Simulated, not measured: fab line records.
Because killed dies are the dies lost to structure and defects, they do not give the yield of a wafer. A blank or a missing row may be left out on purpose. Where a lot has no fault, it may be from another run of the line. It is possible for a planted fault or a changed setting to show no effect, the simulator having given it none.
Chamber matching ; flow n5_finfet ; N5_BEOL_M10_CMP_52 on cmp-02: 4 sister chambers
The step polishes, stops on SiCOH lowk, t overpolish 7 s, target thk 140 nm. 4 wafers are shown with their chamber, then 10 later ones without.

## WAFERS WITH THEIR CHAMBER
wafer;chamber;motor_current_A (A)
L080.4;3;5.7
L086.2;2;6.1
L089.1;0;6.9
L090.5;1;6.5

## WAFERS WITHOUT THEIR CHAMBER
wafer;motor_current_A (A)
L090.6;6.6
L092.1;6.7
L092.2;6.7
L092.3;5.4
L097.3;6.4
L097.4;5.5
L097.5;6.8
L095.2;6.4
L095.5;6.3
L095.6;5.7

## WHICH CHAMBER EACH ONE RAN IN
wafer;from the rows above;in truth
L090.6;can't be placed: 1 or 0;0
L092.1;can't be placed: 0 or 1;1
L092.2;can't be placed: 0 or 1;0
L092.3;3;3
L097.3;can't be placed: 1 or 2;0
L097.4;3;3
L097.5;can't be placed: 0 or 1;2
L095.2;can't be placed: 1 or 2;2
L095.5;can't be placed: 1 or 2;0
L095.6;3;3
3 of 10 placed correctly. Unplaceable from these rows: 7, with the true chamber sitting among the candidates in 4. Wrongly placed: 0.
How it was worked out, from the rows above alone: a wafer's distance from a chamber is the root of the sum, over the readings, of the square of ((its reading less the chamber's mean) divided by the reading's scatter). The wafer belongs to the nearest chamber; if the next one is less than 2 further off, it can't be placed. The mean given for a chamber averages the wafers shown for that chamber. The scatter (one wafer shown for each chamber): square how far every hidden wafer sits from the nearest shown wafer, average those squares and take the square root.
